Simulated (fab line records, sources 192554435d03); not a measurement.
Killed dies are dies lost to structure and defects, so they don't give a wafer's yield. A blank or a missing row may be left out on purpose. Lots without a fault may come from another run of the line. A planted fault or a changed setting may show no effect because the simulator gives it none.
Chamber matching | flow n5_finfet | N5_ZERO_LAYER_DESCUM_16 on rie_diel-01: 4 sister chambers
The step chemistry O2, time 7.9 s. 8 wafers are shown with their chamber, then 7 later ones without.

WAFERS WITH THEIR CHAMBER
wafer  | chamber | drypump_motor_current_A (A) | showerhead_plenum_p_Torr (Torr)
L180.2 | 1       | 5.8                         | 2.17
L181.5 | 1       | 5.8                         | 2.17
L188.2 | 0       | 5.5                         | 2.20
L188.4 | 2       | 5.0                         | 2.12
L189.5 | 3       | 4.6                         | 2.18
L189.6 | 0       | 5.5                         | 2.20
L192.2 | 2       | 4.9                         | 2.11
L192.4 | 3       | 4.7                         | 2.18

WAFERS WITHOUT THEIR CHAMBER
wafer  | drypump_motor_current_A (A) | showerhead_plenum_p_Torr (Torr)
L192.6 | 4.9                         | 2.11
L194.1 | 5.0                         | 2.11
L194.2 | 4.6                         | 2.18
L194.4 | 5.7                         | 2.16
L200.2 | 5.8                         | 2.16
L200.3 | 4.7                         | 2.17
L200.5 | 4.6                         | 2.17

WHICH CHAMBER EACH WENT THROUGH
wafer  | from the rows above | in truth
L192.6 | 2                   | 2
L194.1 | 2                   | 2
L194.2 | 3                   | 3
L194.4 | 1                   | 1
L200.2 | 1                   | 1
L200.3 | 3                   | 3
L200.5 | 3                   | 3
Placed correctly: 7 of 7. Can't be placed from these rows: 0. Placed wrongly: 0.
How it was worked out, from the rows above alone: a wafer's distance from a chamber is the root of the sum, over the readings, of the square of ((its reading less the chamber's mean) divided by the reading's scatter). The wafer belongs to the nearest chamber; if the next one is less than 2 further off, it can't be placed. A chamber's mean is the mean of its shown wafers. The scatter: the root of (the sum of the squares of (reading less its chamber's mean) over the shown wafers, divided by (wafers less chambers)).
